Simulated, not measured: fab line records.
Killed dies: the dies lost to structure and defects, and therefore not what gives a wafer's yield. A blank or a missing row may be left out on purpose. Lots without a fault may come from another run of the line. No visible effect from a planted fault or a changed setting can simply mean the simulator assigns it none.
Matching of chambers ; flow n5Finfet ; N5_SD_EPI_P_ETCH_47 on rieDiel-01: 4 sister chambers
The step etches SiOCN in CH3F/O2, target depth 25 nm. 4 wafers are shown with their chamber, then 7 later ones without.

## WAFERS PAIRED WITH THEIR CHAMBERS
wafer;chamber;drypumpMotorCurrentA (A)
L594.1;2;5.1
L594.2;3;6.4
L602.3;1;6.2
L602.4;0;6.2

## WAFERS MISSING THEIR CHAMBER
wafer;drypumpMotorCurrentA (A)
L602.5;6.2
L606.1;5.1
L606.2;6.1
L606.3;6.1
L608.3;6.3
L608.5;6.3
L608.6;6.2

## THE CHAMBER EACH PASSED THROUGH
wafer;from the rows above;in truth
L602.5;can't be placed: 0 or 1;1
L606.1;2;2
L606.2;can't be placed: 0 or 1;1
L606.3;can't be placed: 0 or 1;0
L608.3;can't be placed: 0 or 1 or 3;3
L608.5;can't be placed: 0 or 1 or 3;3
L608.6;can't be placed: 0 or 1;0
Placed correctly: 1 of 7. From these rows, 6 cannot be placed; in 6 the true chamber is one of the candidates. 0 placed wrongly.
How it was worked out, from the rows above alone: a wafer's distance from a chamber is the root of the sum, over the readings, of the square of ((its reading less the chamber's mean) divided by the reading's scatter). The wafer belongs to the nearest chamber; if the next one is less than 2 further off, it can't be placed. Each chamber's mean is taken over the wafers shown for it. The scatter (one wafer shown for each chamber): square how far every hidden wafer sits from the nearest shown wafer, average those squares and take the square root.
